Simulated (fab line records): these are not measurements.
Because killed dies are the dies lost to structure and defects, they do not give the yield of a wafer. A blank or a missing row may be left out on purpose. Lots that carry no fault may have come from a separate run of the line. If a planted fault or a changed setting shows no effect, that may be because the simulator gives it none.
fab line records	flow nand-harc
record: lots: 24	wafers: 72	last-day: 24
route steps=1159 shown P_ZERO_WELL@17 P_STI@83 P_GATE@132
lots that met no fault: taken from a fault-free run of the same line
start-h: the number of hours between the record's first day and the start of the first shown wafer of the lot	wait-h: hours from the lot's prior step to this one	" identical to the entry in the row above	L1.1+2: a single row standing in for several wafers	- no value, or no start was given	* or withheld: withheld	< > ~ a bound
route shown NAME@n: a module of which the file shows steps, and the number in the route of the first	usual: mean and standard deviation over wafers with no fault	same: alike in all rows	chamber/n: place in a boat	sites: per-site readings	_std_site: the standard deviation of these	_edge_site: the outer-site mean with the inner-site mean subtracted	radius-mm: how far each site lies from the wafer's centre	mask NAME#n: copy n	behind: the most recent tool/chamber to have shaped the wafer	hold: cause of the lot's hold/its duration in hours/its outcome	device: names the non-switching transistor (n, p or np)	end of line: tests run on the same wafers once the route is complete	a step given without rows: its recipe and nothing more	killed: dies that structure and defects cost at the first sort, which is not the same as the wafer's yield	map: the dies of a wafer, with x for killed, . for not killed, _ for no die there
set.NAME: the setting that was run; set.NAME@STEP: the one run at that earlier step	model.NAME: the simulator's own value behind a step, which no gauge read
the route's steps for a sample of lots (tables are steps, rows are wafers)
services: when a tool's chamber went out of use (start-h, in hours from the record's first day, below 0 if earlier), for how many hours, and the reason
== steps ==
step: NHARC_P_ZERO_WELL_ETCH_65
recipe: target-depth-a: 800	overetch-a: 240	time-s: 87.88	ion-energy-ev: 200	n2-flow-sccm: 150	h2-flow-sccm: 150	ar-flow-sccm: 0	rf-w: 400	bias-w: 150	chemistry: N2/H2
usual: drypump-motor-current-A: 6.0/0.51	oes-product-au: 1.000/0.01	rf-vpp-V: 431.4/2.6	showerhead-plenum-p-Torr: 2.07/0.094	throttle-valve-pct: 14.172/0.0088
same: time-s: 87.88
lot.wafer	tool	chamber	start-h	wait-h	drypump-motor-current-A	oes-product-au	rf-hours-counter-h	rf-vpp-V	showerhead-plenum-p-Torr	throttle-valve-pct
L074.4	rie-diel-07	1	13.48	0.1	5.9	1.008	7	434.3	2.16	14.178
L074.1	"	3	"	"	6.1	0.996	8	428.8	1.98	14.170
L074.6	"	0	"	"	6.7	1.002	-	432.5	2.05	14.164
L075.3	rie-diel-07	2	19.36	0.1	6.3	0.996	6	432.7	2.14	14.180
L075.4	"	0	"	"	6.7	1.013	8	431.8	2.05	14.175
L075.6	"	1	"	"	5.9	1.017	-	433.9	2.16	14.171
L076.3	rie-diel-06	1	25.48	0.1	6.1	0.992	12	427.3	1.90	14.170
L076.5	"	1	"	"	6.0	0.988	-	426.3	1.90	14.177
L076.6	"	2	"	"	5.6	0.997	-	428.0	1.95	14.163
L077.1	rie-diel-07	2	31.38	0.1	6.3	1.002	8	433.4	2.14	14.163
L077.3	"	0	"	"	6.7	1.003	9	431.0	2.05	14.175
L077.4	"	2	"	"	6.3	0.982	-	434.0	2.14	14.185
L078.5	rie-diel-07	0	37.53	0.1	6.7	1.017	-	431.4	2.05	14.168
L078.6	"	1	"	"	5.9	1.010	-	435.0	2.16	14.185
L078.4	"	2	"	"	6.3	0.988	-	433.2	2.14	14.171
L079.1	rie-diel-07	2	43.39	0.1	6.3	0.991	8	432.9	2.14	14.182
L079.5	"	0	"	"	6.7	1.012	-	431.3	2.05	14.162
L079.6	"	1	"	"	5.9	1.005	-	433.1	2.16	14.181
L080.3	rie-diel-06	2	49.52	0.1	5.6	1.005	12	427.3	1.95	14.156
L080.2	"	3	"	"	5.0	1.022	13	427.7	1.91	14.176
L080.4	"	1	"	"	6.0	0.998	15	428.3	1.90	14.160
L081.1	rie-diel-12	2	55.50	0.1	5.4	0.995	2	434.6	2.20	14.179
L081.6	"	1	"	"	5.0	0.997	-	430.4	2.06	14.168
L081.5	"	2	"	"	5.3	0.988	-	436.5	2.20	14.170
L082.1	rie-diel-07	2	61.48	0.1	6.3	0.987	0	434.6	2.14	14.183
L082.5	"	2	"	"	6.3	0.987	-	434.1	2.14	14.163
L082.4	"	1	"	"	5.9	0.999	-	433.1	2.16	14.167
L083.3	rie-diel-07	1	67.37	0.1	5.9	1.008	1	432.3	2.16	14.173
L083.1	"	0	"	"	6.7	0.999	1	430.4	2.05	14.163
L083.5	"	0	"	"	6.8	0.993	-	430.6	2.05	14.173
L084.4	rie-diel-06	2	73.50	0.1	5.7	1.003	0	428.2	1.95	14.164
L084.2	"	0	"	"	5.9	0.997	0	432.5	2.14	14.144
L084.3	"	1	"	"	6.0	1.006	0	426.7	1.90	14.162
L085.2	rie-diel-06	2	79.49	0.1	5.6	1.002	1	427.8	1.95	14.175
L085.3	"	3	"	"	5.0	1.008	1	426.3	1.91	14.167
L085.5	"	2	"	"	5.6	0.996	-	428.1	1.95	14.187
L086.2	rie-diel-06	0	85.56	0.1	5.9	0.990	1	432.3	2.14	14.175
L086.6	"	2	"	"	5.6	0.995	-	428.3	1.95	14.176
L086.5	"	3	"	"	5.0	1.015	-	426.1	1.91	14.171
L087.1	rie-diel-07	1	91.55	0.1	5.9	1.001	2	432.8	2.16	14.175
L087.2	"	2	"	"	6.3	0.987	2	433.4	2.14	14.181
L087.4	"	3	"	"	6.1	0.992	1	428.5	1.98	14.175
L088.4	rie-diel-12	2	97.35	0.1	5.4	0.985	4	436.0	2.20	14.170
L088.1	"	3	"	"	6.5	1.018	4	434.3	2.15	14.176
L088.2	"	0	"	"	5.8	0.999	5	432.3	2.13	14.181
L089.4	rie-diel-06	0	103.36	0.1	5.9	0.994	2	433.8	2.14	14.191
L089.2	"	1	"	"	6.0	0.997	2	426.7	1.90	14.170
L089.5	"	0	"	"	5.9	0.989	-	433.2	2.14	14.173
L090.3	rie-diel-07	2	109.48	0.1	6.3	0.986	4	433.0	2.14	14.173
L090.1	"	3	"	"	6.1	0.992	2	428.4	1.98	14.182
L090.5	"	2	"	"	6.3	0.994	-	432.8	2.14	14.171
L091.3	rie-diel-07	0	115.38	0.1	6.7	1.014	4	431.6	2.05	14.169
L091.5	"	2	"	"	6.3	0.985	-	431.3	2.14	14.183
L091.6	"	3	"	"	6.1	0.998	-	428.7	1.98	14.169
L092.1	rie-diel-07	1	121.59	0.1	5.9	1.017	4	433.7	2.16	14.179
L092.3	"	2	"	"	6.3	0.998	5	433.5	2.14	14.167
L092.4	"	0	"	"	6.7	1.004	5	429.2	2.05	14.155
L093.1	rie-diel-07	0	127.36	0.1	6.7	1.006	5	430.1	2.05	14.163
L093.4	"	1	"	"	5.9	1.011	4	435.0	2.16	14.162
L093.6	"	0	"	"	6.7	1.004	-	430.1	2.05	14.170
L094.1	rie-diel-12	0	133.49	0.1	5.8	0.988	7	433.5	2.13	14.171
L094.2	"	1	"	"	4.9	0.983	7	432.1	2.05	14.175
L094.5	"	0	"	"	5.8	0.987	-	435.0	2.13	14.182
L095.3	rie-diel-07	3	139.48	0.1	6.1	0.991	5	428.0	1.98	14.176
L095.5	"	3	"	"	6.1	0.987	-	429.9	1.98	14.169
L095.6	"	0	"	"	6.7	0.995	-	431.3	2.05	14.191
L096.4	rie-diel-07	2	145.50	0.1	6.3	0.995	7	431.5	2.14	14.169
L096.1	"	0	"	"	6.7	1.002	6	430.5	2.05	14.179
L096.6	"	2	"	"	6.3	0.994	-	434.0	2.14	14.153
L097.4	rie-diel-12	0	151.48	0.1	5.8	0.990	9	433.2	2.13	14.158
L097.3	"	3	"	"	6.5	1.015	7	432.7	2.15	14.170
L097.5	"	1	"	"	4.9	0.984	-	432.2	2.05	14.168
step: NHARC_P_STI_CD_MEAS_09
recipe: target-cd-nm: 200	landing-energy-ev: 500
usual: cd-nm: 200.0/2.2
same: landing-energy-ev: 500
lot.wafer	tool	chamber	start-h	wait-h	cd-nm
L074.1	cd-sem-03	0	36.15	-	201.1
L074.4	"	0	"	"	196.3
L074.6	"	0	"	"	199.3
L075.3	cd-sem-03	0	40.76	-	197.9
L075.4	"	0	"	"	197.2
L075.6	"	0	"	"	200.4
L077.1	cd-sem-03	0	50.01	-	201.3
L077.3	"	0	"	"	197.9
L077.4	"	0	"	"	201.2
L076.3	cd-sem-01	0	50.18	-	197.9
L076.5	"	0	"	"	200.0
L076.6	"	0	"	"	201.1
L078.4	cd-sem-01	0	61.07	-	201.0
L078.5	"	0	"	"	203.0
L078.6	"	0	"	"	204.2
L079.1	cd-sem-01	0	64.89	-	203.5
L079.5	"	0	"	"	198.4
L079.6	"	0	"	"	198.8
L080.2	cd-sem-02	0	70.89	-	199.4
L080.3	"	0	"	"	202.5
L080.4	"	0	"	"	200.3
L081.1	cd-sem-03	0	76.93	-	195.6
L081.5	"	0	"	"	199.7
L081.6	"	0	"	"	200.9
L082.1	cd-sem-02	0	84.56	-	197.6
L082.4	"	0	"	"	201.2
L082.5	"	0	"	"	194.2
L083.1	cd-sem-02	0	93.22	-	199.3
L083.3	"	0	"	"	201.5
L083.5	"	0	"	"	201.1
L084.2	cd-sem-02	0	93.39	-	201.2
L084.3	"	0	"	"	202.5
L084.4	"	0	"	"	203.0
L085.2	cd-sem-03	0	101.38	-	201.7
L085.3	"	0	"	"	198.8
L085.5	"	0	"	"	199.9
L087.1	cd-sem-02	0	109.73	-	198.6
L087.2	"	0	"	"	198.4
L087.4	"	0	"	"	199.5
L086.2	cd-sem-02	0	109.89	-	198.4
L086.5	"	0	"	"	201.4
L086.6	"	0	"	"	199.7
L088.1	cd-sem-03	0	118.82	-	199.0
L088.2	"	0	"	"	200.4
L088.4	"	0	"	"	199.3
L089.2	cd-sem-03	0	126.10	-	195.5
L089.4	"	0	"	"	195.7
L089.5	"	0	"	"	199.5
L090.1	cd-sem-03	0	131.15	-	203.4
L090.3	"	0	"	"	201.3
L090.5	"	0	"	"	200.4
L091.3	cd-sem-02	0	137.02	-	201.5
L091.5	"	0	"	"	202.5
L091.6	"	0	"	"	204.6
L092.1	cd-sem-03	0	144.16	-	197.5
L092.3	"	0	"	"	199.1
L092.4	"	0	"	"	199.9
L093.1	cd-sem-01	0	149.72	-	200.6
L093.4	"	0	"	"	199.9
L093.6	"	0	"	"	200.2
L094.1	cd-sem-03	0	155.20	-	200.7
L094.2	"	0	"	"	200.5
L094.5	"	0	"	"	198.8
L096.1	cd-sem-02	0	163.48	-	199.0
L096.4	"	0	"	"	198.7
L096.6	"	0	"	"	200.2
L095.3	cd-sem-03	0	163.53	-	198.9
L095.5	"	0	"	"	199.0
L095.6	"	0	"	"	195.3
L097.3	cd-sem-03	0	175.72	-	198.9
L097.4	"	0	"	"	201.4
L097.5	"	0	"	"	197.1
step: NHARC_P_GATE_DEP_103
recipe: target-thk-a: 300	target-thk-nm: 30	temp-c: 400	flow-sccm: 200	rf-w: 350	material: SiON
usual: heater-power-w: 738/95
lot.wafer	tool	chamber	start-h	wait-h	heater-power-w
L074.1	pecvd-04	0	85.91	0.6	956
L074.6	"	2	"	"	748
L074.4	"	1	"	"	737
L075.3	pecvd-02	2	86.59	0.4	859
L075.6	"	1	"	"	711
L075.4	"	2	"	"	704
L076.3	pecvd-02	2	100.84	0.3	830
L076.5	"	0	"	"	690
L076.6	"	1	"	"	727
L077.3	pecvd-04	1	101.48	0.3	778
L077.1	"	0	"	"	904
L077.4	"	1	"	"	780
L079.1	pecvd-04	0	117.63	0.6	964
L079.6	"	2	"	"	728
L079.5	"	1	"	"	841
L078.4	pecvd-02	1	118.40	0.4	713
L078.5	"	2	"	"	727
L078.6	"	0	"	"	672
L080.3	pecvd-01	2	128.06	0.4	710
L080.2	"	0	"	"	599
L080.4	"	0	"	"	603
L081.1	pecvd-01	2	132.46	0.6	753
L081.5	"	1	"	"	773
L081.6	"	2	"	"	772
L082.1	pecvd-02	1	136.50	0.6	669
L082.4	"	1	"	"	653
L082.5	"	2	"	"	833
L083.1	pecvd-02	0	145.66	0.6	690
L083.3	"	2	"	"	841
L083.5	"	0	"	"	702
L084.3	pecvd-01	1	145.67	0.3	694
L084.2	"	2	"	"	769
L084.4	"	2	"	"	759
L086.2	pecvd-04	2	168.16	0.5	759
L086.5	"	0	"	"	827
L086.6	"	1	"	"	846
L087.1	pecvd-04	0	168.45	0.6	973
L087.2	"	1	"	"	869
L087.4	"	1	"	"	853
L085.3	pecvd-02	1	168.84	0.4	701
L085.2	"	2	"	"	687
L085.5	"	2	"	"	690
L088.2	pecvd-02	2	176.36	0.5	833
L088.1	"	0	"	"	666
L088.4	"	1	"	"	705
L089.2	pecvd-02	1	180.93	0.5	653
L089.5	"	1	"	"	644
L089.4	"	2	"	"	679
L091.3	pecvd-01	2	186.37	0.4	760
L091.6	"	2	"	"	766
L091.5	"	0	"	"	576
L090.3	pecvd-02	0	186.98	0.3	691
L090.1	"	2	"	"	719
L090.5	"	0	"	"	710
L092.3	pecvd-01	0	195.30	0.4	673
L092.1	"	1	"	"	810
L092.4	"	1	"	"	793
L093.1	pecvd-02	0	202.18	0.7	679
L093.4	"	1	"	"	615
L093.6	"	2	"	"	768
L094.2	pecvd-01	2	209.03	0.5	648
L094.1	"	0	"	"	656
L094.5	"	2	"	"	662
L096.1	pecvd-02	1	212.63	0.6	588
L096.6	"	2	"	"	718
L096.4	"	1	"	"	611
L095.3	pecvd-04	0	213.13	0.4	889
L095.5	"	1	"	"	844
L095.6	"	0	"	"	922
L097.3	pecvd-04	0	223.92	0.4	866
L097.4	"	2	"	"	734
L097.5	"	1	"	"	874
step: NHARC_P_GATE_ETCH_32
recipe: target-depth-a: 1500	over-etch-frac: 1	over-etch-ion-energy-ev: 40	time-s: 100.1	hbr-flow-sccm: 150	cl2-flow-sccm: 50	rf-w: 400	icp-w: 400	bias-w: 100	chemistry: HBr/Cl2
usual: drypump-motor-current-A: 5.7/0.51	oes-product-au: 0.997/0.011	throttle-valve-pct: 26.405/0.0082
same: time-s: 100.1
lot.wafer	tool	chamber	start-h	wait-h	drypump-motor-current-A	oes-product-au	rf-hours-counter-h	throttle-valve-pct
L074.4	rie-si-02	2	87.17	-	5.9	1.000	0.3	26.406
L074.1	"	3	"	"	5.7	1.000	0.2	26.413
L074.6	"	2	"	"	5.9	0.999	-	26.396
L075.3	rie-si-01	0	87.91	-	5.5	0.998	1.4	26.404
L075.4	"	0	"	"	5.5	0.997	-	26.401
L075.6	"	3	"	"	6.6	1.004	-	26.401
L076.3	rie-si-06	3	102.17	-	4.7	1.005	0.8	26.417
L076.6	"	3	"	"	4.7	1.002	-	26.404
L076.5	"	0	"	"	5.9	1.002	-	26.404
L077.3	rie-si-01	2	102.74	-	6.5	0.985	1.2	26.413
L077.1	"	3	"	"	6.6	0.999	1.5	26.417
L077.4	"	0	"	"	5.5	0.997	1.6	26.393
L079.1	rie-si-06	2	119.07	-	6.1	0.993	1.0	26.419
L079.6	"	3	"	"	4.7	1.006	-	26.409
L079.5	"	0	"	"	5.9	1.000	-	26.407
L078.4	rie-si-02	0	119.80	-	5.5	0.998	0.6	26.405
L078.5	"	3	"	"	5.7	0.987	-	26.400
L078.6	"	0	"	"	5.5	0.996	-	26.413
L080.2	rie-si-02	2	129.37	-	5.9	0.980	0.6	26.404
L080.4	"	0	"	"	5.4	1.011	0.6	26.402
L080.3	"	1	"	"	5.1	1.007	0.7	26.403
L081.1	rie-si-02	3	133.75	-	5.7	0.989	0.6	26.418
L081.6	"	2	"	"	5.9	0.992	-	26.411
L081.5	"	3	"	"	5.7	0.984	-	26.402
L082.1	rie-si-01	3	137.88	-	6.6	0.995	0.0	26.403
L082.4	"	2	"	"	6.5	1.024	-	26.416
L082.5	"	3	"	"	6.6	0.999	-	26.401
L083.3	rie-si-06	1	147.12	-	5.6	0.992	1.1	26.398
L083.1	"	3	"	"	4.7	0.999	1.2	26.410
L083.5	"	1	"	"	5.6	0.988	-	26.399
L084.2	rie-si-02	3	147.19	-	5.7	0.978	0.8	26.414
L084.4	"	0	"	"	5.5	1.010	0.8	26.401
L084.3	"	2	"	"	5.9	1.002	0.9	26.401
L087.2	rie-si-01	0	169.87	-	5.5	0.996	0.2	26.417
L087.1	"	1	"	"	5.8	0.999	0.3	26.406
L087.4	"	2	"	"	6.5	1.021	0.3	26.406
L086.2	rie-si-06	0	169.89	-	5.9	0.994	1.2	26.403
L086.5	"	2	"	"	6.2	0.991	-	26.411
L086.6	"	3	"	"	4.7	1.008	-	26.399
L085.2	rie-si-02	3	170.27	-	5.7	0.971	1.0	26.403
L085.3	"	2	"	"	5.9	0.992	1.0	26.390
L085.5	"	0	"	"	5.5	1.003	-	26.399
L088.1	rie-si-06	3	177.66	-	4.7	0.995	1.6	26.401
L088.2	"	2	"	"	6.1	0.998	1.5	26.419
L088.4	"	3	"	"	4.7	0.994	-	26.395
L089.2	rie-si-01	1	182.21	-	5.9	1.002	0.5	26.407
L089.4	"	2	"	"	6.5	1.027	0.4	26.407
L089.5	"	1	"	"	5.8	1.000	-	26.391
L091.3	rie-si-01	0	187.79	-	5.5	1.003	0.4	26.393
L091.5	"	3	"	"	6.6	0.993	-	26.400
L091.6	"	0	"	"	5.5	0.996	-	26.396
L090.3	rie-si-02	2	188.67	-	5.9	0.997	1.2	26.403
L090.1	"	3	"	"	5.7	0.993	1.2	26.396
L090.5	"	3	"	"	5.7	0.991	-	26.418
L092.4	rie-si-06	1	197.68	-	5.6	0.989	0.0	26.406
L092.1	"	3	"	"	4.7	1.009	0.1	26.406
L092.3	"	0	"	"	5.8	0.998	0.1	26.406
L093.1	rie-si-02	3	203.38	-	5.7	0.982	1.4	26.410
L093.4	"	0	"	"	5.5	1.001	1.4	26.412
L093.6	"	3	"	"	5.7	0.990	-	26.421
L094.1	rie-si-06	0	210.44	-	5.9	1.004	0.2	26.402
L094.2	"	2	"	"	6.2	0.972	0.2	26.410
L094.5	"	0	"	"	5.9	1.001	-	26.401
L096.4	rie-si-06	3	213.92	-	4.7	0.998	0.3	26.414
L096.1	"	0	"	"	5.9	1.000	0.3	26.393
L096.6	"	0	"	"	5.9	0.993	-	26.396
L095.3	rie-si-06	2	216.33	-	6.1	0.970	0.2	26.401
L095.5	"	0	"	"	5.9	1.013	-	26.411
L095.6	"	1	"	"	5.6	0.988	-	26.403
L097.3	rie-si-02	1	225.23	-	5.1	0.998	0.0	26.397
L097.4	"	2	"	"	5.9	1.004	0.0	26.418
L097.5	"	1	"	"	5.1	0.999	-	26.411
step: NHARC_P_GATE_ETCHBACK_37
recipe: target-depth-a: 345	time-s: 17.2	chf3-flow-sccm: 50	o2-flow-sccm: 10	ar-flow-sccm: 200	rf-w: 500	bias-w: 200	chemistry: CHF3/O2
usual: drypump-motor-current-A: 5.50/0.29	oes-product-au: 0.95/0.036	rf-vpp-V: 371.5/2.5	showerhead-plenum-p-Torr: 2.44/0.11	throttle-valve-pct: 20.573/0.0098
same: time-s: 17.2
lot.wafer	tool	chamber	start-h	wait-h	drypump-motor-current-A	oes-product-au	rf-hours-counter-h	rf-vpp-V	showerhead-plenum-p-Torr	throttle-valve-pct
L074.4	rie-diel-11	1	-	-	5.05	0.93	7	374.2	2.50	20.570
L074.1	"	3	"	"	5.66	0.92	9	370.0	2.36	20.584
L074.6	"	1	"	"	5.05	0.93	-	373.6	2.50	20.563
L075.4	rie-diel-01	2	-	-	5.68	0.92	45	373.1	2.48	20.569
L075.3	"	3	"	"	5.04	0.93	47	373.2	2.51	20.592
L075.6	"	0	"	"	5.48	0.94	-	370.7	2.43	20.569
L076.3	rie-diel-01	1	-	-	5.61	0.92	52	366.2	2.23	20.582
L076.6	"	0	"	"	5.49	0.94	-	371.0	2.43	20.569
L076.5	"	1	"	"	5.63	0.94	-	366.8	2.23	20.571
L077.4	rie-diel-01	0	-	-	5.53	0.93	55	370.1	2.43	20.570
L077.3	"	1	"	"	5.62	0.93	52	367.1	2.23	20.569
L077.1	"	2	"	"	5.67	0.91	50	372.4	2.48	20.576
L079.1	rie-diel-09	2	-	-	5.62	0.93	16	369.1	2.32	20.568
L079.6	"	2	"	"	5.61	0.93	-	371.7	2.32	20.561
L079.5	"	3	"	"	6.02	0.92	-	373.3	2.49	20.582
L078.4	rie-diel-01	3	-	-	5.03	0.92	56	373.2	2.51	20.575
L078.5	"	0	"	"	5.51	0.94	-	372.2	2.42	20.590
L078.6	"	1	"	"	5.62	0.93	-	367.8	2.22	20.569
L080.2	rie-diel-11	2	-	-	5.86	0.94	21	372.8	2.53	20.576
L080.3	"	3	"	"	5.67	0.92	22	369.2	2.36	20.571
L080.4	"	1	"	"	5.01	0.93	19	373.5	2.49	20.567
L081.1	rie-diel-11	2	-	-	5.86	0.94	22	372.6	2.53	20.565
L081.5	"	1	"	"	5.03	0.94	-	373.5	2.49	20.571
L081.6	"	2	"	"	5.85	0.93	-	373.3	2.53	20.567
L082.4	rie-diel-11	2	-	-	5.83	0.93	22	373.6	2.53	20.558
L082.1	"	3	"	"	5.67	0.91	23	369.9	2.36	20.566
L082.5	"	0	"	"	5.61	0.93	-	365.8	2.24	20.572
L083.1	rie-diel-11	3	-	-	5.71	0.91	24	368.6	2.36	20.587
L083.3	"	0	"	"	5.60	0.92	23	366.5	2.24	20.566
L083.5	"	2	"	"	5.83	0.92	-	374.8	2.53	20.567
L084.2	rie-diel-01	1	-	-	5.61	1.00	4	374.6	2.60	20.563
L084.3	"	2	"	"	5.67	1.00	4	371.6	2.48	20.574
L084.4	"	0	"	"	5.50	1.01	-	369.2	2.42	20.579
L086.2	rie-diel-01	0	-	-	5.47	0.91	13	371.3	2.42	20.553
L086.6	"	2	"	"	5.69	0.92	-	373.5	2.47	20.573
L086.5	"	3	"	"	5.03	0.91	-	373.2	2.50	20.569
L087.1	rie-diel-09	3	-	-	6.01	0.92	34	371.4	2.48	20.561
L087.4	"	1	"	"	5.56	0.92	37	370.7	2.42	20.582
L087.2	"	2	"	"	5.58	0.93	37	368.4	2.31	20.569
L085.3	rie-diel-11	0	-	-	5.61	0.93	29	366.7	2.24	20.572
L085.2	"	2	"	"	5.84	0.93	29	374.2	2.53	20.580
L085.5	"	3	"	"	5.70	0.92	-	370.9	2.35	20.574
L088.4	rie-diel-11	3	-	-	5.68	0.99	32	368.5	2.35	20.577
L088.1	"	0	"	"	5.62	1.01	31	366.8	2.23	20.566
L088.2	"	1	"	"	5.07	1.00	30	372.6	2.49	20.592
L089.4	rie-diel-01	2	-	-	5.67	0.92	17	371.9	2.47	20.576
L089.2	"	3	"	"	4.99	0.91	15	373.0	2.50	20.584
L089.5	"	0	"	"	5.47	0.92	-	370.9	2.42	20.544
L091.3	rie-diel-01	3	-	-	5.01	1.00	17	373.8	2.50	20.579
L091.6	"	2	"	"	5.69	1.01	-	373.4	2.47	20.568
L091.5	"	3	"	"	4.98	0.99	-	371.2	2.50	20.575
L090.3	rie-diel-01	3	-	-	5.05	0.99	17	372.1	2.50	20.571
L090.1	"	0	"	"	5.53	1.00	20	372.5	2.42	20.580
L090.5	"	3	"	"	5.01	0.98	-	375.3	2.50	20.567
L092.4	rie-diel-11	1	-	-	5.03	1.00	1	373.5	2.49	20.563
L092.1	"	2	"	"	5.85	1.00	1	373.6	2.53	20.595
L092.3	"	0	"	"	5.59	1.00	1	366.7	2.23	20.568
L093.4	rie-diel-11	3	-	-	5.67	0.93	2	369.6	2.35	20.561
L093.1	"	0	"	"	5.62	0.94	2	368.9	2.23	20.589
L093.6	"	3	"	"	5.66	0.93	-	370.0	2.35	20.572
L094.2	rie-diel-11	0	-	-	5.62	1.01	2	367.1	2.23	20.567
L094.1	"	3	"	"	5.65	0.99	2	369.5	2.35	20.585
L094.5	"	0	"	"	5.63	1.00	-	367.3	2.23	20.563
L096.4	rie-diel-01	0	-	-	5.51	1.01	28	371.2	2.41	20.581
L096.1	"	3	"	"	5.03	0.99	23	373.6	2.50	20.577
L096.6	"	1	"	"	5.65	1.00	-	373.0	2.59	20.589
L095.3	rie-diel-01	3	-	-	5.05	0.99	25	373.0	2.50	20.571
L095.5	"	1	"	"	5.61	1.00	-	375.7	2.59	20.561
L095.6	"	2	"	"	5.67	1.00	-	371.8	2.47	20.572
L097.3	rie-diel-01	3	-	-	5.06	0.99	28	373.1	2.49	20.581
L097.4	"	0	"	"	5.48	0.93	34	370.8	2.41	20.578
L097.5	"	2	"	"	5.69	0.93	-	372.4	2.47	20.584
step: NHARC_P_GATE_STRIP_95
recipe: power-w: 1500	temp-c: 250	chemistry: O2
usual: drypump-motor-current-A: 5.58/0.16	heater-power-w: 327/35
lot.wafer	tool	chamber	start-h	wait-h	drypump-motor-current-A	heater-power-w	rf-hours-counter-h
L074.1	plasma-asher-02	1	103.41	0.6	5.75	327	34
L074.4	"	0	"	"	5.29	334	-
L074.6	"	0	"	"	5.31	341	-
L075.3	plasma-asher-02	0	104.49	0.4	5.28	335	-
L075.4	"	1	"	"	5.72	323	-
L075.6	"	0	"	"	5.28	340	-
L076.3	plasma-asher-02	1	118.35	0.4	5.74	328	-
L076.6	"	1	"	"	5.75	329	-
L076.5	"	0	"	"	5.29	338	-
L077.1	plasma-asher-01	1	120.23	0.5	5.64	274	3
L077.4	"	0	"	"	5.63	358	-
L077.3	"	1	"	"	5.63	273	-
L079.1	plasma-asher-02	0	135.04	0.6	5.28	338	42
L079.6	"	0	"	"	5.31	330	-
L079.5	"	1	"	"	5.76	335	-
L078.4	plasma-asher-01	0	135.90	0.4	5.62	360	-
L078.5	"	0	"	"	5.61	363	-
L078.6	"	1	"	"	5.63	264	-
L080.2	plasma-asher-02	1	145.89	0.5	5.73	341	46
L080.4	"	0	"	"	5.30	326	-
L080.3	"	1	"	"	5.74	332	-
L081.1	plasma-asher-01	1	150.22	0.5	5.66	275	11
L081.5	"	0	"	"	5.63	359	-
L081.6	"	1	"	"	5.67	283	-
L082.1	plasma-asher-01	1	154.21	0.5	5.60	274	13
L082.4	"	0	"	"	5.64	364	-
L082.5	"	1	"	"	5.62	271	-
L083.1	plasma-asher-02	1	163.04	0.6	5.75	334	53
L083.3	"	1	"	"	5.77	329	-
L083.5	"	0	"	"	5.30	340	-
L084.2	plasma-asher-01	0	163.34	0.5	5.63	369	16
L084.4	"	1	"	"	5.67	268	-
L084.3	"	0	"	"	5.61	362	-
L087.1	plasma-asher-01	1	185.78	0.6	5.67	278	24
L087.2	"	0	"	"	5.62	360	24
L087.4	"	0	"	"	5.63	351	-
L086.2	plasma-asher-01	0	186.83	0.6	5.63	365	25
L086.5	"	0	"	"	5.63	371	-
L086.6	"	1	"	"	5.67	269	-
L085.2	plasma-asher-01	0	187.62	0.5	5.64	368	26
L085.3	"	0	"	"	5.63	367	-
L085.5	"	1	"	"	5.66	273	-
L088.1	plasma-asher-02	0	193.83	0.6	5.31	329	1
L088.2	"	1	"	"	5.78	346	1
L088.4	"	1	"	"	5.74	340	-
L089.2	plasma-asher-02	0	198.19	0.6	5.32	335	3
L089.4	"	0	"	"	5.29	338	-
L089.5	"	0	"	"	5.32	342	-
L091.3	plasma-asher-01	1	203.84	0.4	5.67	274	-
L091.5	"	1	"	"	5.64	279	-
L091.6	"	0	"	"	5.63	358	-
L090.1	plasma-asher-01	1	206.79	0.5	5.68	266	34
L090.3	"	0	"	"	5.62	363	-
L090.5	"	0	"	"	5.62	356	-
L092.1	plasma-asher-01	1	213.64	0.6	5.65	274	37
L092.4	"	1	"	"	5.64	269	-
L092.3	"	0	"	"	5.61	363	-
L093.1	plasma-asher-02	0	219.44	0.6	5.30	333	10
L093.4	"	0	"	"	5.27	325	-
L093.6	"	0	"	"	5.30	334	-
L094.1	plasma-asher-02	1	226.51	0.6	5.73	346	12
L094.2	"	0	"	"	5.30	332	12
L094.5	"	1	"	"	5.75	350	-
L096.1	plasma-asher-01	1	229.73	0.6	5.66	274	43
L096.4	"	0	"	"	5.62	362	-
L096.6	"	1	"	"	5.64	274	-
L095.3	plasma-asher-01	1	232.62	0.3	5.67	273	-
L095.6	"	0	"	"	5.63	361	-
L095.5	"	1	"	"	5.65	278	-
L097.4	plasma-asher-02	1	241.81	0.4	5.74	340	-
L097.3	"	0	"	"	5.31	329	-
L097.5	"	0	"	"	5.32	332	-
== services ==
tool	chamber	start-h	hours	kind
rie-diel-01	0	-1.17	1.5	repair
rie-diel-11	1	-0.07	7.9	repair
plasma-asher-02	-	6.00	9.0	pm
rie-diel-11	-	12.49	0.6	repair
rie-diel-07	3	29.47	46.1	repair
rie-diel-11	1	42.58	6.9	repair
rie-diel-07	-	51.20	9.0	pm
rie-diel-01	3	83.96	3.6	repair
rie-diel-07	1	84.08	4.6	repair
plasma-asher-01	-	99.00	9.0	pm
rie-diel-01	-	137.80	9.0	pm
pecvd-02	-	153.00	13.0	pm
rie-diel-01	3	154.38	7.7	repair
rie-diel-11	2	161.62	1.9	repair
plasma-asher-02	-	176.39	3.4	repair
rie-diel-01	1	181.49	8.8	repair
plasma-asher-02	-	183.06	9.0	pm
rie-diel-11	-	190.06	9.0	pm
rie-diel-01	3	208.12	5.9	repair
pecvd-02	-	210.38	1.4	repair
rie-diel-11	3	226.09	2.5	repair
rie-diel-11	2	226.40	2.0	repair
rie-diel-07	-	228.20	9.0	pm
rie-diel-11	0	229.34	2.6	repair
== key ==
fault none
